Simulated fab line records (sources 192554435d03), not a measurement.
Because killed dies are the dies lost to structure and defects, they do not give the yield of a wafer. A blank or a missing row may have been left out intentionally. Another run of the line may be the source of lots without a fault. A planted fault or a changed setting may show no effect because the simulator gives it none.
fab line records	flow n5_finfet
[record] lots = 10	wafers = 26	last_day = 16
route steps=1938 shown SD_EPI_N@281 BEOL_M4@1085 BEOL_M5@1115 PASSIVATION@1936
lots untouched by any fault: they come from a run of this same line in which no faults occurred
start_h: hours from the record's first day to the start of the lot's first wafer shown	wait_h: hours from the lot's prior step to this one	" as in the row above	L1.1+2: a single row standing in for several wafers	- value missing, or start not given	* or withheld: withheld	< > ~ a bound
route shown NAME@n: NAME is a module with steps in the file, n the number in the route of the first one	usual: the fault-free wafers' mean and standard deviation	same: alike in all rows	chamber/n: place in a boat	sites: each site's reading	_std_site: the values' standard deviation	_edge_site: outer sites' mean less inner sites'	radius_mm: how far each site lies from the wafer's centre	mask NAME#n: copy n	behind: the most recent tool/chamber to have shaped the wafer	hold: why the lot was held/for how many hours/how that ended	device: names the non-switching transistor (n, p or np)	end of line: the same wafers' tests at the end of the route	a step given without rows: its recipe and nothing more	killed: dies that structure and defects cost at the first sort, which is not the same as the wafer's yield	map: dies across one wafer; x = killed, . = not, _ = none there
set.NAME: the setting the step ran with; set.NAME@STEP: the setting that earlier step ran with	model.NAME: the simulator's own value behind a step, which no gauge read
steps of the route over a sample of lots; a table a step, a row a wafer
services: from which hour (start_h, from the record's first day; less than 0 if before it) a tool's chamber was out of use, for how many hours, and why
[[steps]]
[step N5_SD_EPI_N_SD_RECESS_17]
[recipe] chemistry = HBr/Cl2/O2	target_depth_a = 410	mask_material = SOC	time_s = 23.7	bt_time_s = 3	pressure_mtorr = 10	icp_w = 800	bias_w = 112	HBr_flow_sccm = 150	Cl2_flow_sccm = 80	O2_flow_sccm = 12
[usual] HBr_flow_sccm = 150.0/0.42	bias_w = 112.01/0.3	chamber_pressure_mTorr = 10.001/0.0095	drypump_motor_current_A = 5.9/0.42	oes_product_au = 1.008/0.016	throttle_valve_pct = 37.1/0.44
lot.wafer	tool	chamber	start_h	wait_h	HBr_flow_sccm	bias_w	chamber_pressure_mTorr	drypump_motor_current_A	oes_product_au	rf_hours_counter_h	throttle_valve_pct
L455.4	rie_si-05	3	68.10	0.1	149.8	112.04	10.000	6.4	1.009	-	37.7
L455.5	"	2	"	"	150.4	112.24	10.022	5.4	1.027	-	37.1
L455.6	"	1	"	"	150.6	112.42	10.007	5.2	1.035	-	36.5
L456.1	rie_si-04	3	74.56	0.0	149.9	111.88	10.014	5.3	1.011	96	37.6
L456.2	"	0	"	"	150.0	111.72	9.997	5.7	1.014	67	36.7
L456.6	"	3	"	"	149.8	112.51	10.007	5.3	1.017	-	37.6
L457.2	rie_si-03	3	80.44	0.0	149.8	112.24	10.022	6.2	1.013	181	36.5
L457.3	"	0	"	"	148.5	112.02	10.002	6.1	0.967	103	37.2
L457.6	"	0	"	"	149.9	111.67	9.983	6.1	0.977	-	37.2
L459.2	rie_si-04	2	94.55	0.0	150.2	112.13	9.994	5.8	1.029	99	37.0
L459.5	"	0	"	"	149.2	111.94	9.980	5.7	1.017	-	36.7
L459.6	"	3	"	"	149.8	111.95	10.006	5.4	1.018	-	37.6
L462.3	rie_si-04	0	115.83	0.0	149.3	112.30	10.008	5.8	1.019	68	36.7
L462.6	"	0	"	"	149.2	111.79	10.007	5.7	1.009	-	36.7
L463.1	rie_si-05	1	135.11	0.0	149.7	112.25	10.004	5.2	1.018	122	36.6
L463.4	"	1	"	"	149.3	112.05	10.000	5.2	1.018	-	36.5
L466.5	rie_si-05	3	146.12	0.1	149.8	112.37	10.012	6.4	1.009	-	37.7
L466.6	"	1	"	"	150.2	111.48	9.994	5.2	1.019	-	36.6
L467.3	rie_si-05	1	150.11	0.0	150.3	112.17	9.997	5.2	1.019	122	36.6
L467.4	"	1	"	"	150.4	112.33	10.000	5.2	1.028	-	36.6
L467.6	"	3	"	"	150.0	111.99	9.998	6.4	1.000	-	37.7
L469.1	rie_si-05	1	154.62	0.0	150.5	111.71	9.993	5.2	1.020	123	36.6
L469.2	"	0	"	"	150.4	112.29	9.997	5.7	0.989	2	36.9
L469.6	"	0	"	"	150.9	111.96	9.993	5.7	0.994	-	36.9
L471.1	rie_si-05	0	163.52	0.0	149.4	111.89	10.003	5.7	0.987	2	36.9
L471.3	"	3	"	"	150.1	111.88	10.003	6.4	1.008	25	37.7
[step N5_BEOL_M4_ANNEAL_49]
[recipe] temp_c = 400	time_s = 240	ambient = vacuum
[usual] heater_power_w = 820/58
lot.wafer	tool	chamber	start_h	wait_h	heater_power_w
L455.4	pvd_sputter-03	-	179.41	0.0	875
L455.5	"	-	"	"	861
L455.6	"	-	"	"	824
L457.2	pvd_sputter-01	-	189.79	0.0	873
L457.3	"	-	"	"	759
L457.6	"	-	"	"	857
L456.1	pvd_sputter-02	-	194.04	0.0	842
L456.2	"	-	"	"	904
L456.6	"	-	"	"	838
L459.2	pvd_sputter-02	-	202.02	0.0	894
L459.5	"	-	"	"	848
L459.6	"	-	"	"	712
L462.3	pvd_sputter-01	-	226.45	0.0	744
L462.6	"	-	"	"	865
L463.1	pvd_sputter-02	-	246.69	0.0	713
L463.4	"	-	"	"	908
L467.3	pvd_sputter-03	-	265.14	0.0	816
L467.4	"	-	"	"	874
L467.6	"	-	"	"	820
L466.5	pvd_sputter-02	-	265.16	0.1	856
L466.6	"	-	"	"	702
L469.1	pvd_sputter-02	-	267.01	0.0	861
L469.2	"	-	"	"	758
L469.6	"	-	"	"	747
L471.1	pvd_sputter-03	-	270.56	0.0	898
L471.3	"	-	"	"	806
[step N5_BEOL_M4_SPUTTER_92]
[recipe] material = Cu	target_thk_a = 45	temp_c = -20	chamber_pressure_pa = 0.07	power_w = withheld	time_s = 8.29
[usual] chuck_sensor_temp_C = -16.1/0.55	throttle_valve_pct = 29.9/0.87
lot.wafer	tool	chamber	start_h	wait_h	chuck_sensor_temp_C	throttle_valve_pct
L455.4	pvd_sputter-03	-	180.65	0.1	-16.7	30.3
L455.5	"	-	"	"	-16.5	31.5
L455.6	"	-	"	"	-15.6	29.1
L457.2	pvd_sputter-01	-	191.03	0.1	-15.5	29.2
L457.3	"	-	"	"	-15.9	30.1
L457.6	"	-	"	"	-15.7	28.8
L456.1	pvd_sputter-02	-	195.28	0.1	-16.5	29.5
L456.2	"	-	"	"	-16.3	31.0
L456.6	"	-	"	"	-16.6	29.2
L459.2	pvd_sputter-02	-	203.26	0.1	-16.3	31.0
L459.5	"	-	"	"	-16.6	29.3
L459.6	"	-	"	"	-16.8	30.2
L462.3	pvd_sputter-01	-	227.69	0.1	-15.9	28.3
L462.6	"	-	"	"	-15.8	29.0
L463.1	pvd_sputter-02	-	247.93	0.1	-17.0	30.2
L463.4	"	-	"	"	-16.2	30.9
L466.5	pvd_sputter-02	-	266.37	0.0	-16.7	29.3
L466.6	"	-	"	"	-17.0	30.1
L467.3	pvd_sputter-03	-	266.38	0.1	-15.7	29.4
L467.4	"	-	"	"	-16.8	30.4
L467.6	"	-	"	"	-15.5	29.0
L469.1	pvd_sputter-02	-	268.25	0.1	-16.5	29.5
L469.2	"	-	"	"	-15.9	29.3
L469.6	"	-	"	"	-15.7	29.6
L471.1	pvd_sputter-03	-	271.80	0.1	-16.9	30.3
L471.3	"	-	"	"	-15.9	30.0
[step N5_BEOL_M4_RC_MEAS_101]
[usual] CJ_N = 4.36/0.13	DIBL_N = 36.0/2	DIBL_P = 35.9/2.5	IOFF_N = 0.16/0.038	IOFF_N_85C = 3.1/0.62	IOFF_P = 0.21/0.04	ION_N = 675/14	ION_P = 462/9.4	SS_N = 71.5/0.75	SS_P = 73.2/0.74	VT_N = 250/3.9	VT_P = -251/3.2
lot.wafer	tool	chamber	start_h	wait_h	CJ_N	DIBL_N[mV/V]	DIBL_P[mV/V]	IOFF_N[nA/um]	IOFF_N_85C[nA/um]	IOFF_P[nA/um]	ION_N[uA/um]	ION_P[uA/um]	SS_N[mV/dec]	SS_P[mV/dec]	VT_N[mV]	VT_P[mV]
L455.4	prober-01	0	182.65	0.5	4.41	36.7	37.6	0.18	3.5	0.24	670	463	72.8	73.0	249	-249
L455.5	"	0	"	"	4.51	37.8	38.4	0.21	4.0	0.24	678	455	73.3	74.1	250	-249
L455.6	"	0	"	"	4.56	34.0	33.3	0.13	2.6	0.16	667	459	72.2	73.1	257	-254
L457.2	prober-02	0	192.72	0.2	4.39	36.9	37.7	0.20	3.7	0.25	705	478	71.5	73.2	244	-246
L457.3	"	0	"	"	4.06	37.0	39.5	0.18	3.5	0.28	681	474	71.4	74.4	249	-249
L457.6	"	0	"	"	4.07	37.0	38.4	0.18	3.5	0.26	692	479	71.2	73.7	247	-248
L456.1	prober-01	0	197.12	0.0	4.49	37.3	37.2	0.17	3.4	0.19	664	446	72.3	73.7	251	-255
L456.2	"	0	"	"	4.33	32.4	31.9	0.11	2.3	0.14	654	445	70.8	72.6	256	-257
L456.6	"	0	"	"	4.45	38.7	39.4	0.20	3.9	0.25	670	459	71.8	74.5	246	-251
L459.2	prober-01	0	205.27	0.2	4.53	34.7	33.1	0.14	2.8	0.18	668	461	71.0	72.9	250	-253
L459.5	"	0	"	"	4.40	35.0	34.7	0.15	2.9	0.20	675	464	71.1	73.1	249	-250
L459.6	"	0	"	"	4.51	37.0	35.0	0.18	3.4	0.20	661	456	73.0	73.8	249	-250
L462.3	prober-02	0	229.54	0.3	4.37	35.7	36.2	0.15	3.0	0.21	659	460	71.7	73.8	252	-251
L462.6	"	0	"	"	4.34	36.6	37.1	0.18	3.5	0.20	673	457	71.1	72.8	246	-251
L463.1	prober-02	0	249.46	0.0	4.38	33.3	33.2	0.11	2.4	0.15	661	450	71.0	72.3	254	-255
L463.4	"	0	"	"	4.45	36.6	37.3	0.16	3.2	0.19	656	446	72.3	74.1	253	-255
L467.3	prober-01	0	268.25	0.3	4.43	38.6	39.3	0.22	3.9	0.24	685	466	72.4	73.3	248	-251
L467.4	"	0	"	"	4.35	38.6	39.2	0.21	3.9	0.26	683	472	72.2	73.0	248	-248
L467.6	"	0	"	"	4.30	35.6	36.2	0.17	3.1	0.20	696	474	71.3	72.3	248	-249
L466.5	prober-02	0	268.78	0.6	4.39	35.2	36.0	0.17	3.2	0.22	695	472	71.0	73.5	248	-248
L466.6	"	0	"	"	4.50	32.2	30.1	0.10	2.1	0.13	655	448	70.8	71.6	257	-258
L469.1	prober-02	0	269.86	0.0	4.88	50.1	34.1	1.98	26.3	0.17	690	457	102.0	72.7	252	-253
L469.2	"	0	"	"	4.81	51.3	36.7	1.89	25.4	0.20	669	447	97.0	72.7	247	-249
L469.6	"	0	"	"	4.21	34.5	37.0	0.14	2.9	0.21	688	473	70.9	73.6	250	-249
L471.1	prober-01	0	273.67	0.0	4.83	42.5	33.4	0.60	9.3	0.20	685	462	80.8	72.9	247	-249
L471.3	"	0	"	"	4.33	33.9	30.5	0.13	2.5	0.16	653	444	70.8	72.2	252	-256
[step N5_BEOL_M5_PECVD_70]
[recipe] material = SiO2	target_thk_a = 160	temp_c = 400	precursor = TEOS/O2	pressure_torr = 5.5	rf_w = 450	teos_flow_sccm = 53.8	gas = O2	flow_sccm = 3000	time_s = 18
[usual] heater_power_outer_w = 417/68	heater_power_w = 703/110	showerhead_plenum_p_Torr = 8.78/0.054	throttle_valve_pct = 22.5/1.1
lot.wafer	tool	chamber	start_h	wait_h	heater_power_outer_w	heater_power_w	showerhead_plenum_p_Torr	since_wet_clean_h	throttle_valve_pct
L455.4	pecvd-02	2	183.79	0.1	398	791	8.72	-	22.0
L455.5	"	0	"	"	528	848	8.82	-	24.0
L455.6	"	1	"	"	455	657	8.79	-	23.7
L457.2	pecvd-04	1	194.14	0.0	360	700	8.78	1442	22.6
L457.3	"	2	"	"	415	688	8.94	2167	24.3
L457.6	"	2	"	"	428	691	8.93	-	24.2
L456.1	pecvd-04	0	199.49	0.0	411	767	8.76	722	23.7
L456.2	"	2	"	"	519	832	8.89	2172	24.2
L456.6	"	0	"	"	434	740	8.78	-	23.8
L459.2	pecvd-04	0	207.02	0.0	366	667	8.75	730	23.7
L459.5	"	1	"	"	394	734	8.79	-	22.6
L459.6	"	0	"	"	380	681	8.75	-	24.1
L462.3	pecvd-02	1	230.81	0.0	448	641	8.78	2022	23.5
L462.6	"	2	"	"	429	809	8.72	-	22.0
L463.1	pecvd-02	2	251.04	0.0	330	718	8.72	563	22.0
L463.4	"	1	"	"	478	697	8.81	-	23.6
L466.5	pecvd-04	2	269.77	0.1	511	792	8.91	-	21.4
L466.6	"	1	"	"	385	731	8.81	-	22.7
L467.3	pecvd-03	0	270.97	0.0	378	584	8.75	975	21.7
L467.4	"	1	"	"	328	571	8.76	-	22.6
L467.6	"	2	"	"	399	654	8.71	-	20.6
L469.1	pecvd-03	2	271.44	0.0	337	575	8.72	221	20.6
L469.2	"	1	"	"	352	600	8.78	1700	23.0
L469.6	"	0	"	"	416	643	8.79	-	22.0
L471.1	pecvd-03	1	275.50	0.0	365	614	8.77	1704	22.8
L471.3	"	0	"	"	435	665	8.78	979	21.9
[step N5_PASSIVATION_PROBE_49]
[usual] defect_limited_yield = 91.3/1.5	killed_at_M0_to_M3 = 33/12	killed_at_M4_up = 15/5.2	killed_at_contacts = 12/5.1	killed_at_front_end = 39/11	killed_at_other = 5/3.6	killed_dies = 103/18	killed_open = 67/13	killed_short = 33/7.8	sort_bin_4_leakage = 0/0	sort_bin_5_function = 5.1/0.96	sort_bin_6_memory = 3.2/0.71	sort_bin_8_speed = 0.01/0.063	sort_n_pass = 1077/18	sort_yield_pct = 91.3/1.5
[same] gross_dies = 1180	killed_at_back_side = 0
lot.wafer	tool	chamber	start_h	wait_h	defect_limited_yield[%]	killed_at_M0_to_M3	killed_at_M4_up	killed_at_contacts	killed_at_front_end	killed_at_other	killed_dies	killed_open	killed_short	sort_bin_4_leakage[%]	sort_bin_5_function[%]	sort_bin_6_memory[%]	sort_bin_8_speed[%]	sort_n_pass	sort_yield_pct[%]
L455.4	prober-02	-	278.62	0.2	90.9	43	14	13	31	6	107	81	24	0	4.7	4.2	0	1073	90.9
L455.5	prober-02	-	278.67	0.2	90.3	43	13	14	39	5	114	72	32	0	4.5	4.2	0	1066	90.3
L455.6	prober-02	-	278.72	0.3	89.8	47	24	7	35	7	120	81	38	0	6.5	3.5	0	1060	89.8
L457.2	prober-01	-	286.51	0.1	89.1	46	16	10	45	12	129	73	56	0	6.2	4.2	0	1051	89.1
L457.3	prober-01	-	286.56	0.1	89.3	50	12	17	43	4	126	98	28	0	5.7	4.6	0	1054	89.3
L457.6	prober-01	-	286.71	0.3	91.7	37	14	7	34	6	98	63	35	0	4.9	3.2	0	1082	91.7
L456.1	prober-01	-	292.12	0.0	92.3	16	12	13	46	4	91	68	20	0	4.3	3.0	0	1089	92.3
L456.2	prober-01	-	292.17	0.1	95.3	16	7	5	25	2	55	41	13	0	3.1	1.4	0	1125	95.3
L456.6	prober-01	-	292.37	0.3	92.9	10	21	12	37	4	84	57	23	0	4.9	2.0	0	1096	92.9
L459.2	prober-02	-	300.56	0.1	89.4	33	10	8	67	7	125	66	48	0	6.4	3.4	0	1055	89.4
L459.5	prober-02	-	300.71	0.2	90.3	44	10	6	46	8	114	63	44	0	4.9	4.1	0	1066	90.3
L459.6	prober-02	-	300.76	0.3	90.5	27	14	8	56	7	112	69	42	0	6.4	2.9	0.08	1068	90.5
L462.3	prober-02	-	328.00	0.1	92.8	36	23	3	16	7	85	45	35	0	4.9	2.0	0	1095	92.8
L462.6	prober-02	-	328.15	0.3	91.3	35	16	6	43	3	103	63	40	0	5.5	3.2	0	1077	91.3
L463.1	prober-02	-	348.45	0.0	91.9	33	15	15	31	2	96	57	39	0	5.0	2.7	0	1084	91.9
L463.4	prober-02	-	348.60	0.2	91.9	34	6	28	22	5	95	56	38	0	4.5	3.2	0	1085	91.9
L466.5	prober-02	-	364.71	0.2	89.6	32	8	13	66	4	123	74	41	0	6.2	3.1	0	1057	89.6
L466.6	prober-02	-	364.76	0.3	88.2	38	19	9	73	0	139	100	38	0	7.0	4.5	0	1041	88.2
L469.1	prober-01	-	365.18	0.0	92.6	29	12	10	25	11	87	53	33	92.63	4.7	2.5	0	0	0
L469.2	prober-01	-	365.23	0.1	90.3	31	11	10	47	15	114	66	43	90.34	5.5	3.1	0	0	0
L469.6	prober-01	-	365.43	0.3	90.9	29	12	11	46	9	107	60	47	0	6.6	2.1	0	1073	90.9
L467.3	prober-02	-	366.23	0.1	91.7	35	26	9	26	2	98	65	29	0	5.7	2.4	0	1082	91.7
L467.4	prober-02	-	366.28	0.2	92.6	54	8	7	13	5	87	55	31	0	4.6	2.5	0	1093	92.6
L467.6	prober-02	-	366.38	0.3	89.4	43	11	19	51	1	125	81	37	0	6.4	3.1	0	1055	89.4
L471.1	prober-01	-	379.17	0.0	89.4	34	11	16	60	4	125	64	38	71.78	5.1	3.2	0	208	17.6
L471.3	prober-01	-	379.27	0.1	91.0	30	19	14	40	3	106	78	28	0	5.7	3.1	0.68	1066	90.3
// killed by level:class
L455.4 BEOL_M0_SAQP:geometric_particle:open=13 FIN_SAQP:geometric_particle:open=10 MOL_CONTACT_COAG:geometric_particle:open=9 BEOL_M4:geometric_particle:open=9 BEOL_M2:geometric_particle:open=7 BEOL_M3:geometric_particle:open=7 DUMMY_GATE:geometric_particle:open=6 BEOL_M0_SAQP:geometric_particle:short=6
L455.5 BEOL_M0_SAQP:geometric_particle:short=13 BEOL_M0_SAQP:geometric_particle:open=13 MOL_CONTACT_COAG:geometric_particle:open=10 HKMG_FIN:area_etch=8 DUMMY_GATE:geometric_particle:open=7 BEOL_M3:geometric_particle:open=7 STI_FIN_REVEAL:geometric_particle:open=6 BEOL_M0:geometric_particle:open=5
L455.6 BEOL_M0_SAQP:geometric_particle:open=14 BEOL_M4:geometric_particle:open=12 BEOL_M3:geometric_particle:open=9 BEOL_M4:geometric_particle:short=7 DUMMY_GATE:geometric_particle:open=6 MOL_CONTACT_COAG:geometric_particle:open=6 FIN_SAQP:geometric_particle:open=5 FIN_SAQP:geometric_particle:short=5
L457.2 BEOL_M0_SAQP:geometric_particle:short=14 GATE_CUT:geometric_particle:short=11 BEOL_M0_SAQP:geometric_particle:open=10 GATE_CUT:geometric_particle:open=9 MOL_CONTACT_COAG:geometric_particle:open=7 STI_FIN_REVEAL:geometric_particle:open=6 BEOL_M2:geometric_particle:open=6 BEOL_M3:geometric_particle:open=6
L457.3 MOL_CONTACT_COAG:geometric_particle:open=16 STI_FIN_REVEAL:geometric_particle:open=15 BEOL_M2:geometric_particle:open=15 BEOL_M1:geometric_particle:open=10 FIN_SAQP:geometric_particle:open=8 BEOL_M3:geometric_particle:open=6 BEOL_M0_SAQP:geometric_particle:open=5 STI_FIN_REVEAL:geometric_particle:short=4
L457.6 BEOL_M0_SAQP:geometric_particle:short=9 STI_FIN_REVEAL:geometric_particle:open=8 MOL_CONTACT_COAG:geometric_particle:open=7 FIN_SAQP:geometric_particle:open=6 BEOL_M1:geometric_particle:open=6 BEOL_M2:geometric_particle:open=6 BEOL_M3:geometric_particle:short=6 FIN_SAQP:geometric_particle:short=5
L456.1 MOL_CONTACT_COAG:geometric_particle:open=12 FIN_SAQP:geometric_particle:open=8 STI_FIN_REVEAL:geometric_particle:open=7 FIN_SAQP:geometric_particle:short=6 BEOL_M3:geometric_particle:open=6 GATE_CUT:geometric_particle:open=5 BEOL_M4:geometric_particle:open=5 STARTING-WAFER:geometric_particle:open=5
L456.2 BEOL_M3:geometric_particle:open=7 STI_FIN_REVEAL:geometric_particle:open=6 GATE_CUT:geometric_particle:open=6 FIN_SAQP:geometric_particle:open=3 MOL_CONTACT_COAG:geometric_particle:short=3 BEOL_M4:geometric_particle:open=3 GATE_CUT:geometric_particle:short=2 MOL_CONTACT_COAG:geometric_particle:open=2
L456.6 FIN_SAQP:geometric_particle:open=12 MOL_CONTACT_COAG:geometric_particle:open=10 BEOL_M4:geometric_particle:open=6 STI_FIN_REVEAL:geometric_particle:open=4 SPACER0:geometric_particle:short=4 BEOL_M7:geometric_particle:open=4 FIN_SAQP:geometric_particle:short=3 BEOL_M2:geometric_particle:open=3
L459.2 FIN_SAQP:geometric_particle:short=16 FIN_SAQP:geometric_particle:open=11 STI_FIN_REVEAL:geometric_particle:open=11 ILD0:geometric_particle:short=7 BEOL_M3:geometric_particle:open=7 BEOL_M0_SAQP:geometric_particle:short=6 BEOL_M0_SAQP:geometric_particle:open=6 HKMG_FIN:area_etch=6
L459.5 BEOL_M0_SAQP:geometric_particle:short=15 BEOL_M0_SAQP:geometric_particle:open=10 STI_FIN_REVEAL:geometric_particle:open=9 FIN_SAQP:geometric_particle:open=8 HKMG_FIN:area_etch=7 BEOL_M1:geometric_particle:open=6 MIM_TOP_ETCH:geometric_particle:short=5 BEOL_M3:geometric_particle:open=5
L459.6 STI_FIN_REVEAL:geometric_particle:open=11 FIN_SAQP:geometric_particle:short=9 ILD0:geometric_particle:open=8 MOL_CONTACT_COAG:geometric_particle:open=8 BEOL_M0_SAQP:geometric_particle:short=8 BEOL_M0_SAQP:geometric_particle:open=8 GATE_CUT:geometric_particle:short=7 BEOL_M4:geometric_particle:open=7
L462.3 BEOL_M0_SAQP:geometric_particle:short=14 BEOL_M0_SAQP:geometric_particle:open=8 BEOL_M2:geometric_particle:open=7 BEOL_M4:geometric_particle:open=6 BEOL_M5:geometric_particle:short=4 PAD_METAL:geometric_particle:open=4 STARTING-WAFER:geometric_particle:short=4 MOL_CONTACT_COAG:geometric_particle:open=3
L462.6 BEOL_M0_SAQP:geometric_particle:short=11 DUMMY_GATE:geometric_particle:open=10 BEOL_M4:geometric_particle:open=9 STI_FIN_REVEAL:geometric_particle:open=7 MOL_CONTACT_COAG:geometric_particle:open=6 BEOL_M1:geometric_particle:open=6 BEOL_M2:geometric_particle:open=6 FIN_SAQP:geometric_particle:open=5
L463.1 MOL_CONTACT_COAG:geometric_particle:open=10 FIN_SAQP:geometric_particle:short=9 BEOL_M1:geometric_particle:open=7 BEOL_M2:geometric_particle:open=7 STI_FIN_REVEAL:geometric_particle:open=6 MOL_CONTACT_COAG:geometric_particle:short=5 BEOL_M5:geometric_particle:open=5 FIN_SAQP:geometric_particle:open=4
L463.4 MOL_CONTACT_COAG:geometric_particle:open=17 MOL_CONTACT_COAG:geometric_particle:short=11 BEOL_M1:geometric_particle:open=8 GATE_CUT:geometric_particle:open=7 BEOL_M0_SAQP:geometric_particle:short=6 BEOL_M2:geometric_particle:open=5 BEOL_M3:geometric_particle:open=4 STARTING-WAFER:geometric_particle:short=4
L466.5 FIN_SAQP:geometric_particle:open=18 STI_FIN_REVEAL:geometric_particle:open=14 FIN_SAQP:geometric_particle:short=13 MOL_CONTACT_COAG:geometric_particle:open=12 BEOL_M0_SAQP:geometric_particle:short=9 BEOL_M3:geometric_particle:open=9 HKMG_FIN:area_etch=8 BEOL_M0_SAQP:geometric_particle:open=7
L466.6 STI_FIN_REVEAL:geometric_particle:open=24 BEOL_M3:geometric_particle:open=16 BEOL_M4:geometric_particle:open=12 FIN_SAQP:geometric_particle:short=9 FIN_SAQP:geometric_particle:open=9 STI_FIN_REVEAL:geometric_particle:short=8 MOL_CONTACT_COAG:geometric_particle:open=8 BEOL_M0_SAQP:geometric_particle:open=8
L469.1 MOL_CONTACT_COAG:geometric_particle:open=9 BEOL_M0_SAQP:geometric_particle:short=8 FIN_SAQP:geometric_particle:open=7 BEOL_M2:geometric_particle:open=7 BEOL_M3:geometric_particle:open=5 FIN_SAQP:geometric_particle:short=4 BEOL_M0_SAQP:geometric_particle:open=4 BEOL_M4:geometric_particle:open=4
L469.2 BEOL_M2:geometric_particle:open=11 FIN_SAQP:geometric_particle:short=8 FIN_SAQP:geometric_particle:open=7 MOL_CONTACT_COAG:geometric_particle:open=7 DUMMY_GATE:geometric_particle:open=6 GATE_CUT:geometric_particle:short=6 STARTING-WAFER:geometric_particle:short=6 BEOL_M3:geometric_particle:open=6
L469.6 FIN_SAQP:geometric_particle:short=21 BEOL_M3:geometric_particle:open=9 MOL_CONTACT_COAG:geometric_particle:open=8 BEOL_M2:geometric_particle:open=7 FIN_SAQP:geometric_particle:open=6 DUMMY_GATE:geometric_particle:open=6 STARTING-WAFER:geometric_particle:open=5 BEOL_M2:geometric_particle:short=4
L467.3 BEOL_M2:geometric_particle:open=10 BEOL_M3:geometric_particle:open=10 STI_FIN_REVEAL:geometric_particle:open=9 MOL_CONTACT_COAG:geometric_particle:open=8 GATE_CUT:geometric_particle:short=5 BEOL_M1:geometric_particle:open=5 BEOL_M4:geometric_particle:short=5 STI_FIN_REVEAL:geometric_particle:short=4
L467.4 BEOL_M3:geometric_particle:open=16 BEOL_M0_SAQP:geometric_particle:open=12 BEOL_M0_SAQP:geometric_particle:short=9 STI_FIN_REVEAL:geometric_particle:open=6 BEOL_M3:geometric_particle:short=5 MOL_CONTACT_COAG:geometric_particle:open=4 BEOL_M1:geometric_particle:short=4 MOL_CONTACT_COAG:geometric_particle:short=3
L467.6 STI_FIN_REVEAL:geometric_particle:open=22 BEOL_M3:geometric_particle:open=16 MOL_CONTACT_COAG:geometric_particle:open=15 BEOL_M3:geometric_particle:short=8 BEOL_M0_SAQP:geometric_particle:open=6 HKMG_FIN:area_etch=6 BEOL_M0_SAQP:geometric_particle:short=5 FIN_SAQP:geometric_particle:short=4
L471.1 HKMG_FIN:area_etch=23 MOL_CONTACT_COAG:geometric_particle:open=10 STI_FIN_REVEAL:geometric_particle:open=9 BEOL_M0_SAQP:geometric_particle:open=8 BEOL_M0_SAQP:geometric_particle:short=8 FIN_SAQP:geometric_particle:short=6 MOL_CONTACT_COAG:geometric_particle:short=6 GATE_CUT:geometric_particle:short=5
L471.3 BEOL_M2:geometric_particle:open=12 FIN_SAQP:geometric_particle:open=11 STI_FIN_REVEAL:geometric_particle:open=9 MOL_CONTACT_COAG:geometric_particle:open=9 BEOL_M4:geometric_particle:open=7 BEOL_M0_SAQP:geometric_particle:short=6 DUMMY_GATE:geometric_particle:open=5 MOL_CONTACT_COAG:geometric_particle:short=5
[[services]]
tool	chamber	start_h	hours	kind
rie_si-05	2	44.85	17.9	repair
pecvd-04	1	58.50	9.0	repair
rie_si-05	0	62.72	-	clean
rie_si-05	0	62.72	-	consumable_replace:focus_ring
rie_si-05	0	62.72	15.3	scheduled_down
rie_si-05	0	62.72	15.3	vent_cycle
pvd_sputter-03	-	67.08	2.5	repair
pecvd-03	-	76.86	1.5	repair
rie_si-05	3	84.61	8.1	repair
rie_si-03	-	101.71	0.5	repair
pecvd-04	2	108.50	5.5	scheduled_down
rie_si-05	2	132.27	-	clean
rie_si-05	2	132.27	-	consumable_replace:esc
rie_si-05	2	132.27	24.3	scheduled_down
rie_si-05	2	132.27	24.3	vent_cycle
rie_si-03	1	149.80	2.6	repair
rie_si-04	0	158.09	3.1	repair
pvd_sputter-02	-	166.21	1.9	repair
pvd_sputter-03	-	186.93	2.6	repair
rie_si-04	2	193.73	1.1	repair
pecvd-02	-	199.08	14.6	pm
rie_si-05	-	237.09	0.1	repair
pecvd-03	-	250.52	2.8	pm
rie_si-03	-	273.68	0.6	repair
[[key]]
[first_sign] step = N5_BEOL_M4_RC_MEAS_101	reading = IOFF_N	direction = up	sigmas = 35	usual = 0.16	struck = 1.49
[effect] step = N5_BEOL_M4_RC_MEAS_101	reading = SS_N	direction = up	sigmas = 29	usual = 71.5	struck = 93.3
[effect] step = N5_BEOL_M4_RC_MEAS_101	reading = IOFF_N_85C	direction = up	sigmas = 28	usual = 3.1	struck = 20.3
[effect] step = N5_BEOL_M4_RC_MEAS_101	reading = DIBL_N	direction = up	sigmas = 5.8	usual = 36.0	struck = 47.9
[effect] step = N5_BEOL_M4_RC_MEAS_101	reading = CJ_N	direction = up	sigmas = 3.8	usual = 4.36	struck = 4.84
[effect] step = N5_PASSIVATION_PROBE_49	reading = sort_bin_4_leakage	direction = up	sigmas = 99+	usual = 0	struck = 84.92
met_at N5_SD_EPI_N_SD_RECESS_17
struck_lots L469,L471
struck_wafers L469.1,L469.2,L471.1
[baseline_loss] step = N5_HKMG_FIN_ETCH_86	wafers = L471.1
not_acting_at N5_BEOL_M4_ANNEAL_49,N5_BEOL_M4_SPUTTER_92,N5_BEOL_M5_PECVD_70
onset_between 150.11 154.62
[fault] kind = process_parameter_drift	tool = rie_si-05	chamber = -	onset_h = 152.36	steps = N5_SD_EPI_N_SD_RECESS_17	channel = time_s	offset = *	shape = step	end_h = 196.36	scope = struck_wafers_only	acts_in = *	stated = *
// baseline_loss: these wafers lose ten dies or more at that step, a loss of the line's own and not of a fault; the sort's usual values leave them out
